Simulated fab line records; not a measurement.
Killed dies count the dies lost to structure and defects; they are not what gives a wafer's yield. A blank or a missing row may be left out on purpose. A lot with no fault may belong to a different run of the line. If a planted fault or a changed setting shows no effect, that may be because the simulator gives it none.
fab line records    flow n5-finfet
[record] lots = 11  wafers = 31  last-day = 18
route steps=1938 shown MIM_BOT_ETCH@1867 TV_OPEN@1887 PASSIVATION@1915
lots that met no fault: from a run of the same line without faults
start-h: hours from the record's opening day to when the first of the lot's shown wafers began    wait-h: hours elapsed since this lot's preceding step    " unchanged from the row above    L1.1+2: a row that stands for several wafers    - no value present, or no start provided    * or withheld: withheld    < > ~ a bound
route shown NAME@n: NAME is a module with steps in the file, n the number in the route of the first one    usual: mean and standard deviation over wafers with no fault    same: alike in all rows    chamber/n: place in a boat    sites: readings site by site    _std_site: standard deviation across them    _edge_site: inner sites' mean taken away from outer sites' mean    radius-mm: for every site, how far away it sits from the centre of the wafer    mask NAME#n: copy n    behind: the most recent tool/chamber to have shaped the wafer    hold: cause of the lot's hold/its duration in hours/its outcome    device: whichever transistor did not switch (one of n, p or np)    end of line: tests run on the same wafers once the route is complete    a step without rows: its recipe alone    killed: not the wafer's yield, but the dies lost to structure and defects at the first sort    map: per-die view of a wafer (x killed, . not killed, _ where there is no die)
set.NAME: setting as actually run; set.NAME@STEP: the setting as run at that earlier step    model.NAME: the simulator's own value behind a step, which no gauge read
one table for each step of the route and one row for each wafer, over a sample of lots
services: the hour from which a tool's chamber was out of use, counted from the record's first day as start-h (under 0 if before that day), plus the number of hours and why
[[steps]]
[step N5_MIM_BOT_ETCH_ETCH_03]
[recipe] chemistry = Cl2/BCl3  target-depth-a = 120  pressure-mtorr = 8  icp-w = 800  bias-w = 100  Cl2_flow_sccm = 20  bcl3-flow-sccm = 80
[usual] drypump-motor-current-A = 5.66/0.27  oes-product-au = 0.85/0.078  rf-fwd-power-W = 793.3/2.8  throttle-valve-pct = 27.6/0.31
lot.wafer  tool          chamber  start-h  wait-h  drypump-motor-current-A  oes-product-au  rf-fwd-power-W  rf-hours-counter-h  throttle-valve-pct
L127.1     rie-metal-02  0        289.55   0.1     5.81                     0.95            792.2           6                   27.8
L127.2     "             0        "        "       5.81                     0.93            795.2           -                   27.9
L127.6     "             0        "        "       5.79                     0.94            790.7           -                   27.8
L129.2     rie-metal-02  0        306.86   0.1     5.80                     0.91            795.0           9                   27.9
L129.5     "             1        "        "       5.90                     0.98            794.9           -                   27.7
L129.6     "             0        "        "       5.80                     0.91            790.1           -                   27.8
L131.2     rie-metal-02  1        307.88   0.1     5.90                     0.99            793.0           1                   27.7
L131.3     "             0        "        "       5.80                     0.92            794.0           -                   27.9
L131.4     "             1        "        "       5.89                     0.98            794.4           -                   27.7
L130.3     rie-metal-02  0        313.16   0.1     5.79                     0.90            792.7           -                   27.9
L130.4     "             1        "        "       5.92                     0.96            794.6           -                   27.7
L130.6     "             0        "        "       5.80                     0.92            790.4           -                   27.9
L133.1     rie-metal-03  0        333.48   0.1     5.94                     0.88            797.5           14                  27.2
L133.4     "             1        "        "       5.26                     0.81            794.1           -                   27.3
L133.5     "             0        "        "       5.96                     0.88            795.5           -                   27.3
L140.1     rie-metal-03  1        352.09   0.1     5.28                     0.80            791.7           35                  27.3
L140.5     "             0        "        "       5.94                     0.89            798.8           -                   27.3
L140.6     "             1        "        "       5.30                     0.80            791.9           -                   27.3
L138.1     rie-metal-02  0        361.10   0.1     5.82                     0.88            788.3           15                  27.9
L138.5     "             0        "        "       5.80                     0.87            793.5           -                   27.9
L141.5     rie-metal-02  0        374.22   0.1     5.81                     0.88            788.4           -                   27.9
L141.6     "             1        "        "       5.91                     0.90            796.6           -                   27.7
L147.3     rie-metal-03  0        409.03   0.1     5.93                     0.85            793.3           -                   27.3
L147.5     "             0        "        "       5.92                     0.86            792.5           -                   27.3
L147.6     "             1        "        "       5.27                     0.78            790.0           -                   27.3
L148.1     rie-metal-03  0        423.87   0.1     5.91                     0.85            794.5           23                  27.3
L148.2     "             1        "        "       5.24                     0.78            794.4           42                  27.3
L148.4     "             1        "        "       5.28                     0.78            792.3           -                   27.3
L149.2     rie-metal-01  0        427.46   0.1     5.55                     0.81            796.0           34                  27.4
L149.3     "             1        "        "       5.38                     0.65            793.5           -                   28.1
L149.5     "             1        "        "       5.36                     0.65            793.2           -                   28.1
[step N5_PASSIVATION_PASS_ETCH_74]
[recipe] chemistry = CF4/O2  target = SiNx  target-depth-a = 2200  time-s = 110  ion-energy-ev = 100  pressure-mtorr = 40  source-w = 535  bias-w = 49  Ar_flow_sccm = 100  cf4-flow-sccm = 100  O2_flow_sccm = 10
[usual] drypump-motor-current-A = 5.6/0.41  mfc-ar-sccm = 100.02/0.27  oes_f_703_au = 0.81/0.079  oes-product-au = 0.82/0.084  rf-fwd-power-W = 532.8/1.8  rf-vpp-V = 243/4.2  showerhead-plenum-p-Torr = 2.22/0.084  throttle-valve-pct = 16.04/0.2
lot.wafer  tool         chamber  start-h  wait-h  drypump-motor-current-A  mfc-ar-sccm  oes_f_703_au  oes-product-au  rf-fwd-power-W  rf-hours-counter-h  rf-vpp-V  showerhead-plenum-p-Torr  throttle-valve-pct
L127.1     rie-diel-05  1        292.53   0.0     6.3                      100.32       0.65          0.67            533.1           221                 241       2.18                      16.27
L127.2     "            2        "        "       5.5                      99.96        0.77          0.76            532.6           122                 238       2.13                      16.10
L127.6     "            1        "        "       6.3                      100.13       0.66          0.67            533.0           -                   240       2.17                      16.27
L131.2     rie-diel-02  3        310.18   0.0     5.7                      100.02       0.86          0.86            531.9           62                  243       2.14                      15.97
L131.3     "            1        "        "       5.1                      99.90        0.87          0.87            532.2           52                  243       2.17                      16.13
L131.4     "            0        "        "       5.8                      100.05       0.70          0.69            533.4           232                 243       2.17                      16.32
L129.2     rie-diel-05  1        310.22   0.0     6.3                      99.37        0.65          0.66            532.3           227                 241       2.17                      16.28
L129.5     "            1        "        "       6.3                      99.88        0.65          0.66            531.0           -                   242       2.17                      16.29
L129.6     "            0        "        "       5.4                      99.91        0.94          0.95            531.8           -                   252       2.34                      15.75
L130.3     rie-diel-02  2        317.33   0.0     5.8                      100.21       0.81          0.82            530.2           75                  246       2.31                      15.94
L130.4     "            1        "        "       5.1                      100.15       0.85          0.87            534.4           54                  244       2.17                      16.15
L130.6     "            3        "        "       5.7                      99.72        0.85          0.86            533.1           -                   241       2.14                      15.99
L133.1     rie-diel-04  3        335.07   0.0     6.2                      100.26       0.75          0.75            535.6           168                 237       2.11                      16.26
L133.4     "            2        "        "       6.2                      99.66        0.79          0.81            529.9           85                  248       2.32                      16.31
L133.5     "            1        "        "       5.2                      99.92        0.91          0.94            533.5           -                   238       2.15                      15.74
L140.1     rie-diel-02  0        353.55   0.0     5.7                      100.39       0.69          0.68            534.1           246                 245       2.17                      16.35
L140.5     "            2        "        "       5.8                      99.62        0.80          0.81            533.8           -                   245       2.31                      15.96
L140.6     "            1        "        "       5.1                      100.58       0.85          0.86            532.3           -                   242       2.16                      16.16
L138.1     rie-diel-02  0        363.31   0.0     5.7                      99.97        0.68          0.68            531.5           251                 244       2.17                      16.35
L138.5     "            3        "        "       5.7                      100.08       0.84          0.83            535.2           -                   240       2.14                      16.00
L141.5     rie-diel-04  0        375.75   0.0     4.8                      99.77        0.81          0.82            530.6           -                   244       2.31                      15.86
L141.6     "            3        "        "       6.2                      99.99        0.74          0.73            531.8           -                   237       2.11                      16.31
L147.3     rie-diel-04  2        411.15   0.0     6.2                      99.75        0.77          0.77            531.3           109                 248       2.31                      16.36
L147.5     "            1        "        "       5.2                      99.96        0.87          0.88            535.1           -                   238       2.15                      15.81
L147.6     "            0        "        "       4.8                      99.76        0.80          0.80            534.0           -                   242       2.31                      15.89
L148.1     rie-diel-05  2        425.79   0.0     5.5                      100.67       0.73          0.74            531.5           162                 237       2.12                      16.19
L148.2     "            1        "        "       6.3                      99.97        0.91          0.94            534.3           6                   243       2.16                      15.84
L148.4     "            3        "        "       5.9                      100.02       0.76          0.78            531.8           114                 240       2.30                      15.92
L149.2     rie-diel-02  1        431.01   0.0     5.1                      99.77        0.81          0.83            530.0           90                  244       2.15                      16.22
L149.3     "            0        "        "       5.7                      99.90        0.93          0.94            531.9           10                  243       2.16                      15.90
L149.5     "            2        "        "       5.8                      100.00       0.79          0.78            533.0           -                   247       2.30                      15.98
[step N5_PASSIVATION_STRIP_14]
[recipe] chemistry = O2  power-w = 600  temp-c = 60  pressure-mtorr = 30  rf-frequency-hz = 6e+07  bias-power-w = 0  overash-fraction = 0.5  o2-flow-sccm = 225
[usual] drypump-motor-current-A = 5.6/0.41  oes-product-au = 0.82/0.083  rf-vpp-V = 3.6/0.91  showerhead-plenum-p-Torr = 2.11/0.085  throttle-valve-pct = 16.72/0.2
lot.wafer  tool         chamber  start-h  wait-h  drypump-motor-current-A  oes-product-au  rf-hours-counter-h  rf-vpp-V  showerhead-plenum-p-Torr  throttle-valve-pct
L127.1     rie-diel-05  1        292.82   0.1     6.3                      0.69            222                 3.5       2.08                      17.05
L127.2     "            2        "        "       5.6                      0.77            122                 2.7       2.02                      16.78
L127.6     "            1        "        "       6.3                      0.69            -                   4.4       2.08                      17.03
L131.2     rie-diel-02  3        310.47   0.1     5.7                      0.86            62                  4.4       2.04                      16.69
L131.3     "            1        "        "       5.0                      0.86            52                  4.5       2.03                      16.69
L131.4     "            0        "        "       5.7                      0.68            233                 2.4       2.08                      17.06
L129.2     rie-diel-05  1        310.50   0.1     6.3                      0.68            227                 4.1       2.08                      17.02
L129.5     "            1        "        "       6.3                      0.69            -                   3.6       2.08                      17.04
L129.6     "            0        "        "       5.4                      0.95            -                   3.9       2.23                      16.43
L130.3     rie-diel-02  2        317.62   0.1     5.8                      0.80            75                  3.7       2.21                      16.63
L130.4     "            1        "        "       5.1                      0.85            54                  3.9       2.03                      16.71
L130.6     "            3        "        "       5.7                      0.86            -                   4.7       2.04                      16.65
L133.1     rie-diel-04  3        335.36   0.1     6.2                      0.76            168                 3.0       2.02                      17.07
L133.4     "            2        "        "       6.1                      0.79            85                  2.4       2.19                      16.82
L133.5     "            1        "        "       5.2                      0.98            -                   3.3       2.04                      16.41
L140.1     rie-diel-02  0        353.84   0.1     5.7                      0.68            246                 5.0       2.07                      17.09
L140.5     "            2        "        "       5.8                      0.81            -                   3.3       2.21                      16.63
L140.6     "            1        "        "       5.0                      0.86            -                   2.7       2.03                      16.71
L138.1     rie-diel-02  0        363.60   0.1     5.7                      0.67            251                 5.3       2.07                      17.09
L138.5     "            3        "        "       5.8                      0.84            -                   3.9       2.03                      16.72
L141.5     rie-diel-04  0        376.02   0.0     4.8                      0.82            -                   2.4       2.22                      16.60
L141.6     "            3        "        "       6.2                      0.75            -                   3.5       2.02                      17.15
L147.3     rie-diel-04  2        411.44   0.1     6.1                      0.76            109                 6.2       2.18                      16.88
L147.5     "            1        "        "       5.2                      0.91            -                   3.0       2.03                      16.45
L147.6     "            0        "        "       4.8                      0.81            -                   1.7       2.21                      16.61
L148.1     rie-diel-05  2        426.08   0.1     5.5                      0.75            162                 2.5       2.01                      16.88
L148.2     "            1        "        "       6.3                      0.98            6                   4.5       2.07                      16.56
L148.4     "            3        "        "       5.9                      0.78            114                 4.4       2.20                      16.64
L149.2     rie-diel-02  1        431.30   0.1     5.1                      0.82            91                  3.3       2.02                      16.76
L149.3     "            0        "        "       5.8                      0.93            10                  4.3       2.07                      16.67
L149.5     "            2        "        "       5.8                      0.79            -                   3.0       2.20                      16.69
[step N5_PASSIVATION_PECVD_53]
[recipe] material = SiO2  target-thk-a = 8000  temp-c = 400  precursor = TEOS/O2  pressure-torr = 6.5  rf-w = withheld  teos-flow-sccm = withheld  gas = O2  flow-sccm = 2650  time-s = 169.4
[usual] run-length-s = 197.1/0.57
lot.wafer  tool      chamber  start-h  wait-h  run-length-s
L127.1     pecvd-02  2        295.72   0.0     197.9
L127.2     "         0        "        "       196.8
L127.6     "         2        "        "       198.1
L131.2     pecvd-04  2        313.02   0.0     196.9
L131.3     "         1        "        "       196.4
L131.4     "         2        "        "       196.8
L129.2     pecvd-02  0        313.35   0.0     196.8
L129.5     "         0        "        "       196.6
L129.6     "         1        "        "       197.6
L130.3     pecvd-02  0        319.83   0.0     196.5
L130.4     "         1        "        "       197.6
L130.6     "         2        "        "       197.9
L133.1     pecvd-04  2        338.75   0.0     197.0
L133.4     "         1        "        "       197.5
L133.5     "         2        "        "       197.0
L140.1     pecvd-02  0        356.56   0.0     161.8
L140.5     "         2        "        "       197.6
L140.6     "         1        "        "       161.5
L138.1     pecvd-02  2        365.94   0.0     162.1
L138.5     "         0        "        "       196.6
L141.5     pecvd-02  1        379.48   0.1     197.6
L141.6     "         0        "        "       161.5
L147.3     pecvd-04  1        413.73   0.0     196.5
L147.5     "         0        "        "       196.1
L147.6     "         1        "        "       197.2
L148.1     pecvd-04  1        428.53   0.0     196.7
L148.2     "         2        "        "       197.7
L148.4     "         2        "        "       197.3
L149.2     pecvd-02  1        434.30   0.0     197.2
L149.3     "         2        "        "       198.2
L149.5     "         0        "        "       197.2
[[services]]
tool          chamber  start-h  hours  kind
rie-metal-02  1        267.63   2.0    repair
pecvd-02      2        271.16   5.5    scheduled-down
rie-diel-05   0        273.24   -      clean
rie-diel-05   0        273.24   -      consumable-replace:focus-ring
rie-diel-05   0        273.24   -      consumable-replace:showerhead
pecvd-02      0        298.62   5.5    scheduled-down
rie-metal-01  -        329.92   2.6    repair
pecvd-02      0        331.53   2.1    scheduled-down
rie-diel-04   3        352.37   5.9    repair
rie-metal-02  1        360.90   5.3    repair
rie-diel-05   3        368.86   6.4    repair
rie-diel-02   0        371.14   -      clean
rie-diel-02   0        371.14   -      consumable-replace:focus-ring
rie-diel-02   0        371.14   15.0   scheduled-down
rie-diel-02   0        371.14   15.0   vent-cycle
rie-diel-05   -        372.88   0.2    repair
rie-diel-05   0        381.64   1.3    repair
pecvd-02      2        382.62   2.1    scheduled-down
rie-diel-05   1        387.41   -      clean
rie-metal-01  -        395.55   0.5    repair
pecvd-02      -        396.33   0.6    repair
rie-metal-01  0        403.57   2.1    repair
rie-diel-04   3        406.27   3.4    repair
rie-diel-05   3        419.07   2.9    repair
[[key]]
[first-sign] step = N5_PASSIVATION_PECVD_53  reading = run-length-s  direction = down  sigmas = 63  usual = *  struck = *
effect none on later readings
met-at N5_PASSIVATION_PECVD_53
struck-lots L138,L140,L141
struck-wafers L138.1,L140.1,L140.6,L141.6
not-acting-at N5_MIM_BOT_ETCH_ETCH_03,N5_PASSIVATION_PASS_ETCH_74,N5_PASSIVATION_STRIP_14
onset-between 319.83 356.56
[fault] kind = process-parameter-drift  tool = pecvd-02  chamber = -  onset-h = 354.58  steps = N5_PASSIVATION_PECVD_53  channel = time-s  offset = *  shape = step  end-h = 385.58  scope = struck-wafers-only  acts-in = *  stated = *
